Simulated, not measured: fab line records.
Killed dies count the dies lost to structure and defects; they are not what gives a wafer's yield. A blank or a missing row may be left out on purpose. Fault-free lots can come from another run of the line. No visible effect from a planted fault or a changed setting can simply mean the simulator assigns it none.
Chamber matching	flow nandHarc	NHARC_A_CHANNEL_FILL_D1_ETCHBACK_20 on rieDiel-06 has 4 sister chambers
The step etches the open film in C4F8/O2/Ar, target depth 27 nm, time 13.5 s. 4 wafers are shown with their chamber, then 9 later ones without.

## EACH WAFER AND ITS CHAMBER
wafer	chamber	rfVppV (V)
L088.5	1	969
L088.6	0	978
L085.5	3	981
L085.6	2	980

## WAFERS WITH NO CHAMBER GIVEN
wafer	rfVppV (V)
L091.2	981
L091.4	977
L091.6	971
L095.2	977
L095.4	977
L095.6	972
L096.2	979
L096.3	972
L096.5	979

## THE CHAMBER EACH PASSED THROUGH
wafer	from the rows above	in truth
L091.2	can't be placed: 3 or 2 or 0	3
L091.4	can't be placed: 0 or 2 or 3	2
L091.6	1	1
L095.2	can't be placed: 0 or 2 or 3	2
L095.4	can't be placed: 0 or 2 or 3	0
L095.6	can't be placed: 1 or 0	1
L096.2	can't be placed: 0 or 2 or 3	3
L096.3	can't be placed: 1 or 0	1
L096.5	can't be placed: 0 or 2 or 3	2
Correctly placed: 1 of 9. Not placeable from these rows: 8 (in 8, the candidates include the true chamber). Number placed wrongly: 0.
How it was worked out, from the rows above alone: a wafer's distance from a chamber is the root of the sum, over the readings, of the square of ((its reading less the chamber's mean) divided by the reading's scatter). The wafer belongs to the nearest chamber; if the next one is less than 2 further off, it can't be placed. Each chamber's mean is taken over the wafers shown for it. The scatter: with one shown wafer a chamber, the root of the mean of the squares of how far each hidden wafer lies from its nearest shown one.
